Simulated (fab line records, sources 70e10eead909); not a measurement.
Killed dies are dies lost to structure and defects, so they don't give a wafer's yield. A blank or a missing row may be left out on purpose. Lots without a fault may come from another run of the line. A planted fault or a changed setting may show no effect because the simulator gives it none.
Chamber matching | flow nand_harc | NHARC_P_CONTACT_ALD_22 on ald_metal-01: 4 sister chambers
The step deposits TiN, target thk 3 nm, pulse time 1 s, ald cycles 150. 4 wafers are shown with their chamber, then 7 later ones without.

WAFERS WITH THEIR CHAMBER
wafer  | chamber | heater_power_w (W)
L496.5 | 1       | 1122
L496.6 | 0       | 984
L498.1 | 3       | 934
L498.3 | 2       | 1298

WAFERS WITHOUT THEIR CHAMBER
wafer  | heater_power_w (W)
L498.4 | 963
L502.2 | 1273
L502.5 | 962
L502.6 | 929
L506.3 | 1285
L506.4 | 938
L506.5 | 1328

WHICH CHAMBER EACH WENT THROUGH
wafer  | from the rows above     | in truth
L498.4 | can't be placed: 0 or 3 | 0
L502.2 | 2                       | 2
L502.5 | can't be placed: 0 or 3 | 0
L502.6 | 3                       | 3
L506.3 | 2                       | 2
L506.4 | 3                       | 3
L506.5 | 2                       | 2
Placed correctly: 5 of 7. Can't be placed from these rows: 2 (the true chamber is among the candidates in 2). Placed wrongly: 0.
How it was worked out, from the rows above alone: a wafer's distance from a chamber is the root of the sum, over the readings, of the square of ((its reading less the chamber's mean) divided by the reading's scatter). The wafer belongs to the nearest chamber; if the next one is less than 2 further off, it can't be placed. A chamber's mean is the mean of its shown wafers. The scatter: with one shown wafer a chamber, the root of the mean of the squares of how far each hidden wafer lies from its nearest shown one.
